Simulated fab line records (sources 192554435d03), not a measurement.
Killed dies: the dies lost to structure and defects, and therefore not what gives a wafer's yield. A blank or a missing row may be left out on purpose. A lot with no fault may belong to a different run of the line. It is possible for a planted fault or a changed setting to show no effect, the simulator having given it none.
fab line records    flow n5Finfet
record: lots: 6  wafers: 17  lastDay: 16
route steps=1938 shown BEOL_M3@999 BEOL_M4@1111
lots with no fault: from the same line, run without faults
startH: hours from the record's opening day to when the first of the lot's shown wafers began    waitH: hours since the lot's step before    " identical to the entry in the row above    L1.1+2: several wafers, shown together as one row    - no value present, or no start provided    * or withheld: withheld    < > ~ a bound
route shown NAME@n: NAME is a module with steps in the file, n the number in the route of the first one    usual: the fault-free wafers' mean and standard deviation    same: alike in all rows    chamber/n: place in a boat    sites: the reading at each site    _std_site: how widely they spread, as a standard deviation    _edge_site: the outer-site mean with the inner-site mean subtracted    radiusMm: how far each site lies from the wafer's centre    mask NAME#n: copy n    behind: the tool/chamber that last shaped the wafer    hold: what put the lot on hold/how long, in hours/how the hold closed    device: the n, p or np transistor that did not switch    end of line: tests run on the same wafers once the route is complete    for a step that has no rows: nothing shown but its recipe    killed: at the first sort, the dies lost to defects and structure; wafer yield is something else    map: per-die view of a wafer (x killed, . not killed, _ where there is no die)
set.NAME: the setting as run; set.NAME@STEP: as run at that earlier step    model.NAME: the simulator's own value behind a step, which no gauge read
lots seen at some steps along the route; tables by step, rows by wafer
services: from which hour (startH, from the record's first day; less than 0 if before it) a tool's chamber was out of use, for how many hours, and why
== steps ==
step: N5_BEOL_M3_ANNEAL_82
recipe: tempC: 400  timeS: 240  ambient: vacuum
step: N5_BEOL_M3_SPUTTER_86
recipe: material: Cu  targetThkA: 45  tempC: -20  chamberPressurePa: 0.07  powerW: withheld  timeS: 8.29
usual: susceptorTempC: -19.98/0.1  throttleValvePct: 29.7/0.99
lot.wafer  tool           chamber  startH  waitH  susceptorTempC  throttleValvePct
L886.1     pvdSputter-01  -        190.91  0.1    -19.96          28.9
L886.3     "              -        "       "      -19.96          30.9
L886.5     "              -        "       "      -20.23          28.6
L887.1     pvdSputter-03  -        195.28  0.1    -19.96          29.6
L887.3     "              -        "       "      -19.97          28.0
L887.4     "              -        "       "      -19.96          31.5
L890.2     pvdSputter-01  -        223.08  0.1    -19.88          28.4
L890.5     "              -        "       "      -19.88          30.8
L890.6     "              -        "       "      -19.89          29.0
L893.4     pvdSputter-02  -        240.95  0.1    -19.92          29.0
L893.5     "              -        "       "      -19.98          29.4
L897.1     pvdSputter-02  -        267.53  0.1    -19.91          29.1
L897.4     "              -        "       "      -20.04          30.0
L897.6     "              -        "       "      -20.03          30.3
L899.1     pvdSputter-02  -        274.86  0.1    -19.87          30.3
L899.2     "              -        "       "      -20.07          29.1
L899.3     "              -        "       "      -19.83          30.8
step: N5_BEOL_M3_ANNEAL_87
recipe: tempC: 400  timeS: 240  ambient: vacuum
step: N5_BEOL_M3_SPUTTER_88
recipe: material: Cu  targetThkA: 45  tempC: -20  chamberPressurePa: 0.07  powerW: withheld  timeS: 8.29
step: N5_BEOL_M3_ANNEAL_89
recipe: tempC: 400  timeS: 240  ambient: vacuum
step: N5_BEOL_M3_SPUTTER_90
recipe: material: Cu  targetThkA: 45  tempC: -20  chamberPressurePa: 0.07  powerW: withheld  timeS: 8.29
step: N5_BEOL_M3_ANNEAL_91
recipe: tempC: 400  timeS: 240  ambient: vacuum
usual: heaterPowerW: 816/79  susceptorTempC: 400.02/0.22
lot.wafer  tool           chamber  startH  waitH  heaterPowerW  susceptorTempC
L886.1     pvdSputter-01  -        191.43  0.0    822           400.33
L886.3     "              -        "       "      814           399.85
L886.5     "              -        "       "      809           399.93
L887.1     pvdSputter-03  -        195.80  0.0    1001          400.19
L887.3     "              -        "       "      760           399.87
L887.4     "              -        "       "      791           399.96
L890.2     pvdSputter-01  -        223.60  0.0    832           399.69
L890.5     "              -        "       "      826           400.11
L890.6     "              -        "       "      848           400.21
L893.4     pvdSputter-02  -        241.47  0.0    737           399.90
L893.5     "              -        "       "      918           399.81
L897.1     pvdSputter-02  -        268.05  0.0    918           399.85
L897.4     "              -        "       "      748           399.73
L897.6     "              -        "       "      736           399.93
L899.1     pvdSputter-02  -        275.38  0.0    726           399.78
L899.2     "              -        "       "      731           400.34
L899.3     "              -        "       "      801           400.08
step: N5_BEOL_M3_SPUTTER_92
recipe: material: Cu  targetThkA: 45  tempC: -20  chamberPressurePa: 0.07  powerW: withheld  timeS: 8.29
usual: susceptorTempC: -20.00/0.092  throttleValvePct: 29.7/1
lot.wafer  tool           chamber  startH  waitH  susceptorTempC  throttleValvePct
L886.1     pvdSputter-01  -        191.57  0.1    -20.05          29.3
L886.3     "              -        "       "      -20.00          30.5
L886.5     "              -        "       "      -19.76          28.5
L887.1     pvdSputter-03  -        195.94  0.1    -19.92          29.5
L887.3     "              -        "       "      -20.07          28.0
L887.4     "              -        "       "      -20.09          31.3
L890.2     pvdSputter-01  -        223.74  0.1    -20.04          28.6
L890.5     "              -        "       "      -19.95          30.7
L890.6     "              -        "       "      -20.11          28.7
L893.4     pvdSputter-02  -        241.61  0.1    -20.01          29.0
L893.5     "              -        "       "      -20.10          29.4
L897.1     pvdSputter-02  -        268.19  0.1    -20.10          29.3
L897.4     "              -        "       "      -19.98          30.5
L897.6     "              -        "       "      -19.99          30.3
L899.1     pvdSputter-02  -        275.52  0.1    -20.03          30.1
L899.2     "              -        "       "      -19.72          29.1
L899.3     "              -        "       "      -20.00          30.5
step: N5_BEOL_M3_ANNEAL_93
recipe: tempC: 400  timeS: 240  ambient: vacuum
usual: heaterPowerW: 817/77  susceptorTempC: 399.97/0.23
lot.wafer  tool           chamber  startH  waitH  heaterPowerW  susceptorTempC
L886.1     pvdSputter-01  -        191.65  0.0    819           400.24
L886.3     "              -        "       "      823           400.17
L886.5     "              -        "       "      812           400.00
L887.1     pvdSputter-03  -        196.02  0.0    1036          399.99
L887.3     "              -        "       "      765           399.71
L887.4     "              -        "       "      789           399.99
L890.2     pvdSputter-01  -        223.82  0.0    788           399.75
L890.5     "              -        "       "      845           400.02
L890.6     "              -        "       "      848           399.90
L893.4     pvdSputter-02  -        241.69  0.0    740           400.07
L893.5     "              -        "       "      922           400.04
L897.1     pvdSputter-02  -        268.27  0.0    906           399.98
L897.4     "              -        "       "      760           400.26
L897.6     "              -        "       "      713           400.34
L899.1     pvdSputter-02  -        275.60  0.0    743           399.58
L899.2     "              -        "       "      731           399.87
L899.3     "              -        "       "      798           400.05
step: N5_BEOL_M3_SPUTTER_94
recipe: material: Cu  targetThkA: 45  tempC: -20  chamberPressurePa: 0.07  powerW: withheld  timeS: 8.29
step: N5_BEOL_M3_ANNEAL_95
recipe: tempC: 400  timeS: 240  ambient: vacuum
step: N5_BEOL_M3_SPUTTER_96
recipe: material: Cu  targetThkA: 45  tempC: -20  chamberPressurePa: 0.07  powerW: withheld  timeS: 8.29
step: N5_BEOL_M3_ECD_50
recipe: material: Cu  targetThkA: 3000
lot.wafer  tool      chamber  startH  waitH  model.Cu_of_BEOL_M3_ECD_50.thkNm
L886.1     ecdCu-01  1        192.12  0.1    293.6
L886.3     "         0        "       "      296.6
L886.5     "         0        "       "      302.8
L887.1     ecdCu-01  0        196.50  0.1    304.8
L887.3     "         0        "       "      304
L887.4     "         1        "       "      302.2
L890.2     ecdCu-01  1        224.30  0.1    304
L890.5     "         1        "       "      395.2
L890.6     "         0        "       "      301.4
L893.4     ecdCu-01  0        242.19  0.1    300.6
L893.5     "         1        "       "      388.8
L897.1     ecdCu-02  1        268.74  0.1    303
L897.4     "         1        "       "      300
L897.6     "         1        "       "      297.8
L899.1     ecdCu-02  0        276.08  0.1    293.8
L899.2     "         1        "       "      296
L899.3     "         1        "       "      298.8
step: N5_BEOL_M3_ANNEAL_51
recipe: tempC: 225  timeS: 90  ambient: N2
usual: wafer_temp_C_max: 226.0/0.35
lot.wafer  tool          chamber  startH  waitH  wafer_temp_C_max
L886.1     rtpAnneal-01  0        192.20  0.1    225.8
L886.3     "             0        "       "      225.9
L886.5     "             0        "       "      226.0
L887.1     rtpAnneal-01  0        197.75  1.2    225.7
L887.3     "             0        "       "      226.1
L887.4     "             0        "       "      226.0
L890.2     rtpAnneal-02  0        224.42  0.1    226.1
L890.5     "             0        "       "      226.0
L890.6     "             0        "       "      226.4
L893.4     rtpAnneal-01  0        242.38  0.2    225.7
L893.5     "             0        "       "      225.8
L897.1     rtpAnneal-01  0        268.82  0.1    225.7
L897.4     "             0        "       "      225.8
L897.6     "             0        "       "      226.0
L899.1     rtpAnneal-02  0        276.16  0.1    226.8
L899.2     "             0        "       "      226.1
L899.3     "             0        "       "      226.2
step: N5_BEOL_M3_CMP_52
recipe: stopOn: SiOC  tOverpolishS: 6.8  downForcePsi: 1  platenRpm: 50  clearingPlatenDownForcePsi: 1.5  clearingPlatenRpm: 50  postCmpClean: cuAlkaline  targetThkNm: 40  clearingPlatenPadVelocityMS: 0.99484  padVelocityMS: 0.99484
usual: motorCurrentA: 6.0/0.44  slurryFlowMlMin: 150.0/0.44  timeToEndpointS: 63.3/3
lot.wafer  tool    chamber  startH  waitH  motorCurrentA  slurryFlowMlMin  timeToEndpointS
L886.3     cmp-02  2        192.54  0.2    6.6            150.4            61.5
L886.1     "       3        "       "      5.2            149.8            62.7
L886.5     "       1        "       "      6.1            150.3            62.6
L887.1     cmp-03  3        198.04  0.3    5.0            150.3            60.5
L887.4     "       1        "       "      6.6            149.9            62.6
L887.3     "       2        "       "      5.6            150.4            63.2
L890.2     cmp-02  2        224.79  0.3    6.9            150.3            67.4
L890.5     "       3        "       "      5.2            150.2            84.6
L890.6     "       0        "       "      6.2            149.2            62.6
L893.4     cmp-04  3        242.66  0.2    6.1            150.0            61.0
L893.5     "       0        "       "      5.9            149.5            80.5
L897.1     cmp-02  1        269.12  0.3    6.1            149.4            62.6
L897.4     "       3        "       "      5.2            149.7            64.4
L897.6     "       2        "       "      6.9            150.4            62.8
L899.3     cmp-04  0        276.45  0.2    5.9            150.1            63.8
L899.1     "       2        "       "      6.2            149.4            60.0
L899.2     "       3        "       "      6.4            150.7            64.5
step: N5_BEOL_M3_THK_MEAS_53
recipe: thkMeasGauge: xrf  reads: Cu_of_BEOL_M3_ECD_50
usual: M3_THK: 38.9/1.5
lot.wafer  tool          chamber  startH  waitH  M3_THK[nm]
L886.1     filmMetro-02  -        192.79  -      37.9
L886.3     "             -        "       "      36.0
L886.5     "             -        "       "      39.8
L887.1     filmMetro-01  -        198.34  -      38.0
L887.3     "             -        "       "      37.3
L887.4     "             -        "       "      39.0
L890.2     filmMetro-02  -        224.97  -      38.3
L890.5     "             -        "       "      39.4
L890.6     "             -        "       "      39.8
L893.4     filmMetro-02  -        242.84  -      40.8
L893.5     "             -        "       "      39.5
L897.1     filmMetro-01  -        269.41  -      38.7
L897.4     "             -        "       "      38.3
L897.6     "             -        "       "      39.1
L899.1     filmMetro-01  -        276.75  -      38.7
L899.2     "             -        "       "      40.9
L899.3     "             -        "       "      39.5
step: N5_BEOL_M4_RC_MEAS_101
usual: DIBL_N: 36.0/1.7  DIBL_P: 35.8/2  IOFF_N: 0.15/0.03  IOFF_P: 0.20/0.037  ION_N: 670/12  ION_P: 460/7.2  SS_N: 71.5/0.68  SS_P: 73.2/0.65  VT_N: 250/3.1  VT_P: -251/3.4
lot.wafer  tool       chamber  startH  waitH  DIBL_N[mV/V]  DIBL_P[mV/V]  IOFF_N[nA/um]  IOFF_P[nA/um]  ION_N[uA/um]  ION_P[uA/um]  SS_N[mV/dec]  SS_P[mV/dec]  VT_N[mV]  VT_P[mV]
L886.1     prober-01  0        200.59  0.0    39.2          40.2          0.21           0.26           693           468           72.6          73.9          246       -247
L886.3     "          0        "       "      37.4          37.1          0.16           0.20           647           448           71.6          73.2          251       -252
L886.5     "          0        "       "      38.4          38.5          0.18           0.24           663           452           72.5          73.3          247       -246
L887.1     prober-01  0        208.96  0.0    38.7          39.7          0.21           0.25           689           466           72.3          74.0          251       -249
L887.3     "          0        "       "      36.3          37.1          0.17           0.20           684           463           71.6          72.8          249       -251
L887.4     "          0        "       "      37.2          37.7          0.17           0.21           676           463           71.8          73.4          252       -250
L890.2     prober-01  0        237.66  0.2    34.9          33.6          0.13           0.19           654           455           71.2          72.4          252       -248
L890.5     "          0        "       "      34.3          33.0          0.12           0.18           659           460           70.6          73.1          252       -251
L890.6     "          0        "       "      36.8          36.2          0.15           0.21           660           450           71.4          73.0          250       -250
L893.4     prober-01  0        255.48  0.5    36.6          35.5          0.14           0.19           663           456           71.4          73.0          251       -250
L893.5     "          0        "       "      36.3          35.3          0.14           0.19           667           458           72.2          73.2          252       -251
L897.1     prober-02  0        281.94  0.0    33.0          31.7          0.11           0.16           661           464           70.7          71.9          253       -251
L897.4     "          0        "       "      34.2          32.2          0.12           0.16           659           452           70.9          72.3          256       -252
L897.6     "          0        "       "      34.5          33.0          0.12           0.18           661           463           71.3          72.0          254       -250
L899.1     prober-01  0        289.71  0.0    37.4          37.5          0.18           0.23           674           459           72.0          74.2          250       -249
L899.2     "          0        "       "      36.3          36.2          0.16           0.21           668           460           71.3          73.2          250       -250
L899.3     "          0        "       "      37.6          38.9          0.20           0.26           684           468           71.2          75.0          245       -248
== services ==
tool           chamber  startH  hours  kind
cmp-04         -        168.60  0.6    repair
cmp-04         -        176.36  1.2    repair
pvdSputter-02  -        200.34  4.0    repair
cmp-04         -        210.91  1.6    repair
cmp-02         -        219.64  0.7    repair
cmp-03         -        230.98  19.1   repair
cmp-04         -        235.93  5.2    pm
cmp-04         -        243.75  1.7    repair
cmp-02         -        247.50  5.6    pm
== key ==
firstSign: step: N5_BEOL_M3_CMP_52  reading: timeToEndpointS  direction: up  sigmas: 6.4  usual: *  struck: *
effect none on later readings
modelEffect: step: N5_BEOL_M3_ECD_50  value: Cu_of_BEOL_M3_ECD_50.thkNm  without: 302.6  struck: 392
metAt N5_BEOL_M3_ECD_50
struckWafers L890.5,L893.5
onsetBetween 196.50 224.30
fault: kind: processParameterDrift  tool: ecdCu-01  chamber: -  onsetH: 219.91  steps: N5_BEOL_M3_ECD_50  channel: targetThkA  offset: *  shape: step  endH: 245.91  scope: struckWafersOnly  actsIn: *  stated: *
